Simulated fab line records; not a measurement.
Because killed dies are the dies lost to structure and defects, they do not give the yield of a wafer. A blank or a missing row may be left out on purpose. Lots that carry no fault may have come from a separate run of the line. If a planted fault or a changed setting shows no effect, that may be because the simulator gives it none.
fab line records	flow n5_finfet	part 2 of 2: steps 7 to 8 of 8
record lots=14	wafers=41	last_day=18
route steps=1938 shown BEOL_M0_SAQP@656 BEOL_M4@1111
lots untouched by any fault: they come from a run of this same line in which no faults occurred
start_h: the number of hours between the record's first day and the start of the first shown wafer of the lot	wait_h: hours since the lot's step before	" as in the row above	L1.1+2: a row that stands for several wafers	- either no value or no given start	* or withheld: withheld	< > ~ a bound
route shown NAME@n: NAME is a module with steps in the file, n the number in the route of the first one	usual: mean and standard deviation over wafers with no fault	same: alike in all rows	chamber/n: place in a boat	sites: per-site readings	_std_site: the standard deviation of these	_edge_site: inner sites' mean taken away from outer sites' mean	radius_mm: for every site, how far away it sits from the centre of the wafer	mask NAME#n: copy n	behind: the tool/chamber that last shaped the wafer	hold: why the lot was held/for how many hours/how that ended	device: names the non-switching transistor (n, p or np)	end of line: the same wafers' tests at the end of the route	a step given without rows: its recipe and nothing more	killed: dies that structure and defects cost at the first sort, which is not the same as the wafer's yield	map: per-die view of a wafer (x killed, . not killed, _ where there is no die)
set.NAME: the setting that was run; set.NAME@STEP: the one run at that earlier step	model.NAME: the simulator's own value behind a step, which no gauge read
one table for each step of the route and one row for each wafer, over a sample of lots
services: a tool's chamber out of use, with start hour (start_h, from the record's first day; less than 0 if before it), hours out, and reason
## steps
# step N5_BEOL_M0_SAQP_ETCH_101
# recipe chemistry=CH3F/O2	target=SiNx	mask_material=SiO2	target_depth_a=299	time_s=42.7	pressure_mtorr=30	source_w=395	bias_w=73	Ar_flow_sccm=150	CH3F_flow_sccm=30	O2_flow_sccm=20	ion_energy_ev=120
# usual CH3F_flow_sccm=29.99/0.079	drypump_motor_current_A=5.7/0.33	oes_product_au=0.76/0.082	rf_vpp_V=298/6.2	showerhead_plenum_p_Torr=2.00/0.059	throttle_valve_pct=16.4/0.31
# same time_s=42.7
lot.wafer	tool	chamber	start_h	wait_h	CH3F_flow_sccm	drypump_motor_current_A	oes_product_au	rf_hours_counter_h	rf_vpp_V	showerhead_plenum_p_Torr	throttle_valve_pct
L802.4	rie_diel-01	1	109.84	0.1	30.14	5.5	0.76	155	301	1.99	16.3
L802.5	"	3	"	"	30.04	5.6	0.75	-	302	1.91	16.1
L802.6	"	2	"	"	29.90	5.4	0.70	-	301	1.99	16.9
L804.2	rie_diel-01	3	122.68	0.0	30.00	5.7	0.75	126	301	1.91	16.1
L804.3	"	0	"	"	29.93	5.3	0.86	48	289	2.04	16.3
L804.5	"	2	"	"	29.84	5.4	0.70	-	301	1.99	16.8
L805.1	rie_diel-01	3	129.26	0.2	29.93	5.7	0.74	128	302	1.91	16.1
L805.2	"	2	"	"	30.06	5.4	0.69	227	303	1.99	16.9
L805.5	"	1	"	"	29.99	5.5	0.75	-	302	1.99	16.3
L806.2	rie_diel-01	1	134.27	0.0	30.01	5.5	0.75	163	301	1.99	16.3
L806.6	"	2	"	"	30.00	5.4	0.70	-	302	1.99	16.9
L807.3	rie_diel-05	3	148.43	0.0	29.92	5.6	0.67	206	295	2.00	16.6
L807.4	"	2	"	"	30.05	5.8	0.71	-	292	1.99	16.4
L807.5	"	0	"	"	30.03	5.4	0.92	-	295	2.15	16.3
L812.2	rie_diel-04	0	176.10	0.3	30.06	5.6	0.70	243	287	2.06	16.6
L812.4	"	2	"	"	30.10	6.2	0.91	22	301	1.95	15.7
L812.6	"	3	"	"	29.87	5.9	0.69	-	298	2.06	16.6
L815.3	rie_diel-04	0	184.23	0.0	30.00	5.6	0.69	246	289	2.06	16.6
L815.4	"	2	"	"	30.01	6.2	0.90	25	299	1.95	15.7
L815.5	"	0	"	"	30.07	5.6	0.70	-	287	2.06	16.6
L818.3	rie_diel-01	2	215.58	0.0	29.94	5.4	0.68	251	301	1.98	16.9
L818.4	"	3	"	"	30.04	5.6	0.73	152	302	1.90	16.2
L818.5	"	1	"	"	30.07	5.5	0.75	-	303	1.98	16.3
L820.1	rie_diel-04	2	219.31	0.0	29.91	6.2	0.87	39	298	1.94	15.8
L820.2	"	3	"	"	30.01	5.9	0.94	5	298	2.05	16.2
L820.3	"	1	"	"	29.94	6.3	0.69	238	308	2.05	16.6
L819.1	rie_diel-05	0	219.63	0.0	30.04	5.4	0.88	34	295	2.14	16.3
L819.2	"	2	"	"	29.97	5.9	0.70	224	290	1.98	16.5
L819.3	"	3	"	"	30.01	5.6	0.67	222	294	2.00	16.6
L821.2	rie_diel-04	1	223.23	0.0	30.03	6.3	0.69	240	308	2.05	16.6
L821.3	"	2	"	"	29.92	6.2	0.87	41	300	1.94	15.7
L821.4	"	3	"	"	30.09	5.9	0.94	-	298	2.05	16.2
L822.1	rie_diel-05	3	236.17	0.0	29.92	5.6	0.65	227	293	1.99	16.6
L822.5	"	3	"	"	29.84	5.6	0.65	-	293	1.99	16.6
L822.6	"	0	"	"	30.07	5.4	0.87	-	294	2.14	16.4
L823.2	rie_diel-05	0	248.27	0.0	30.06	5.4	0.87	43	294	2.14	16.3
L823.3	"	2	"	"	29.94	5.8	0.71	233	291	1.98	16.5
L823.4	"	1	"	"	29.97	5.2	0.75	164	292	2.00	16.2
L825.2	rie_diel-01	0	255.35	0.0	29.80	5.3	0.81	85	287	2.03	16.4
L825.4	"	1	"	"	29.92	5.5	0.72	-	302	1.98	16.4
L825.5	"	0	"	"	29.91	5.3	0.80	-	289	2.03	16.4
# step N5_BEOL_M4_RC_MEAS_101
# usual DIBL_N=36.0/1.9	DIBL_P=36.0/2.1	IOFF_N=0.155/0.029	IOFF_P=0.20/0.032	ION_N=672/11	ION_P=461/6.9	SS_N=71.5/0.58	SS_P=73.2/0.64	VT_N=250.4/2.9	VT_P=-251.0/2.8
lot.wafer	tool	chamber	start_h	wait_h	DIBL_N[mV/V]	DIBL_P[mV/V]	IOFF_N[nA/um]	IOFF_P[nA/um]	ION_N[uA/um]	ION_P[uA/um]	SS_N[mV/dec]	SS_P[mV/dec]	VT_N[mV]	VT_P[mV]
L802.4	prober-02	0	180.36	0.5	34.5	33.8	0.124	0.16	676	455	70.4	72.2	254.2	-256.0
L802.5	"	0	"	"	35.0	35.0	0.131	0.17	659	446	71.1	72.5	253.3	-252.8
L802.6	"	0	"	"	35.1	34.7	0.136	0.16	661	451	70.7	72.9	251.9	-257.8
L805.1	prober-02	0	187.11	0.0	38.1	39.4	0.192	0.26	696	475	71.6	74.1	247.3	-244.9
L805.2	"	0	"	"	39.6	40.4	0.218	0.27	682	466	72.0	73.4	244.8	-248.1
L805.5	"	0	"	"	39.5	39.7	0.213	0.27	705	478	71.0	73.7	247.4	-247.3
L804.2	prober-01	0	187.22	0.2	34.9	34.6	0.145	0.22	661	457	71.4	72.4	249.4	-248.6
L804.3	"	0	"	"	35.2	35.3	0.160	0.22	670	462	71.6	73.1	245.6	-248.3
L804.5	"	0	"	"	36.4	35.9	0.168	0.22	669	460	72.3	72.6	247.4	-250.0
L806.2	prober-01	0	210.12	0.2	34.8	34.1	0.124	0.19	666	460	71.1	72.9	252.0	-249.1
L806.6	"	0	"	"	36.1	35.2	0.143	0.20	660	460	71.8	73.1	251.5	-249.3
L807.3	prober-02	0	214.62	0.3	40.6	39.6	0.218	0.27	676	465	72.8	74.5	248.8	-248.0
L807.4	"	0	"	"	39.2	39.2	0.194	0.25	686	466	72.2	74.2	246.9	-246.9
L807.5	"	0	"	"	41.7	41.4	0.236	0.30	678	467	72.6	74.4	246.5	-246.9
L818.3	prober-02	0	279.82	0.3	36.1	36.5	0.134	0.18	661	454	71.1	72.7	256.5	-253.1
L818.4	"	0	"	"	38.4	39.7	0.181	0.22	688	462	71.6	74.1	251.6	-251.1
L818.5	"	0	"	"	40.0	41.4	0.216	0.26	681	465	72.0	75.0	251.1	-249.7
L820.1	prober-02	0	283.94	0.0	36.7	37.7	0.173	0.23	684	470	71.7	73.8	248.6	-248.9
L820.2	"	0	"	"	37.2	38.2	0.186	0.24	669	460	71.4	74.2	245.9	-247.8
L820.3	"	0	"	"	38.1	40.4	0.202	0.28	688	475	72.0	74.6	245.9	-245.5
L819.1	prober-01	0	285.18	0.0	35.9	37.6	0.158	0.19	682	463	71.7	73.3	251.3	-253.3
L819.2	"	0	"	"	37.4	38.4	0.185	0.20	674	457	71.9	74.1	250.6	-255.3
L819.3	"	0	"	"	35.4	37.0	0.133	0.17	658	456	71.7	73.5	255.4	-255.4
L821.2	prober-02	0	288.21	0.2	35.1	36.4	0.144	0.21	677	467	70.6	73.3	249.4	-251.5
L821.3	"	0	"	"	32.9	34.1	0.119	0.18	654	453	70.8	72.2	250.0	-251.7
L821.4	"	0	"	"	35.1	37.0	0.155	0.22	681	469	71.7	73.2	247.5	-249.1
L822.1	prober-02	0	303.98	0.0	38.0	36.8	0.169	0.22	676	469	72.0	73.9	249.1	-247.3
L822.5	"	0	"	"	36.2	35.3	0.148	0.20	673	462	70.9	73.6	250.4	-249.4
L822.6	"	0	"	"	38.5	37.9	0.187	0.23	679	460	71.9	74.0	246.4	-247.4
L825.2	prober-01	0	311.51	0.2	37.5	36.0	0.179	0.23	672	465	71.6	73.9	248.6	-246.8
L825.4	"	0	"	"	35.8	34.7	0.147	0.20	678	460	71.1	72.9	251.6	-250.3
L825.5	"	0	"	"	38.0	36.4	0.173	0.24	657	450	71.5	73.8	248.6	-252.1
L823.2	prober-02	0	312.04	0.2	33.6	33.1	0.130	0.18	675	467	71.5	72.1	250.5	-250.3
L823.3	"	0	"	"	32.7	32.2	0.124	0.17	673	464	70.7	72.4	255.6	-251.7
L823.4	"	0	"	"	34.6	33.9	0.132	0.19	656	457	70.9	72.7	253.0	-251.1
## services
tool	chamber	start_h	hours	kind
rie_diel-01	0	97.10	6.9	repair
rie_si-01	2	111.18	8.4	repair
rie_si-01	2	126.74	7.9	repair
rie_diel-05	1	141.67	9.0	repair
rie_si-05	-	183.94	14.6	pm
rie_diel-04	3	184.80	-	clean
rie_diel-04	3	184.80	-	consumable_replace:focus_ring
rie_diel-04	3	184.80	21.8	scheduled_down
rie_diel-04	3	184.80	21.8	vent_cycle
rie_diel-05	3	190.29	7.9	repair
rie_diel-01	1	194.00	11.3	repair
rie_diel-01	0	197.51	3.7	repair
rie_diel-04	0	206.61	-	clean
rie_diel-04	0	206.61	-	consumable_replace:focus_ring
rie_diel-04	0	206.61	19.9	scheduled_down
rie_diel-04	0	206.61	19.9	vent_cycle
rie_diel-01	3	226.04	5.8	repair
rie_diel-01	2	236.17	32.3	repair
rie_diel-01	-	236.82	0.8	repair
rie_diel-04	1	253.83	13.9	repair
